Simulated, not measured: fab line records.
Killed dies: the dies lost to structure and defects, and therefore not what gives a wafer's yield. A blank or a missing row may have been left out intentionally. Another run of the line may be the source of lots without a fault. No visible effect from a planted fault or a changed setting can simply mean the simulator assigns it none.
Chamber matching | flow n5-finfet | 4 sister chambers for N5_BEOL_M3_ETCH_74 on rie-diel-01
The step etches underlayer in N2/H2, target depth 6.5 nm, time 5.2 s. 4 wafers are shown with their chamber, then 11 later ones without.

## WAFERS PAIRED WITH THEIR CHAMBERS
wafer  | chamber | showerhead-plenum-p-Torr (Torr)
L086.5 | 2       | 2.46
L088.2 | 3       | 2.58
L088.6 | 0       | 2.68
L089.1 | 1       | 2.55

## WAFERS WITHOUT THEIR CHAMBER
wafer  | showerhead-plenum-p-Torr (Torr)
L089.4 | 2.58
L089.6 | 2.55
L087.1 | 2.68
L087.2 | 2.46
L087.3 | 2.55
L092.2 | 2.46
L092.4 | 2.58
L092.5 | 2.68
L097.3 | 2.67
L097.4 | 2.45
L097.6 | 2.54

## EACH ONE'S CHAMBER
wafer  | from the rows above | in truth
L089.4 | 3                   | 3
L089.6 | 1                   | 1
L087.1 | 0                   | 0
L087.2 | 2                   | 2
L087.3 | 1                   | 1
L092.2 | 2                   | 2
L092.4 | 3                   | 3
L092.5 | 0                   | 0
L097.3 | 0                   | 0
L097.4 | 2                   | 2
L097.6 | 1                   | 1
Placed correctly: 11 of 11. From these rows, 0 cannot be placed. Placed wrongly: 0.
How it was worked out, from the rows above alone: a wafer's distance from a chamber is the root of the sum, over the readings, of the square of ((its reading less the chamber's mean) divided by the reading's scatter). If the next closest chamber is less than 2 further off than the closest, the wafer can't be placed; otherwise it belongs to the closest. The mean given for a chamber averages the wafers shown for that chamber. The scatter (one wafer shown for each chamber): square how far every hidden wafer sits from the nearest shown wafer, average those squares and take the square root.
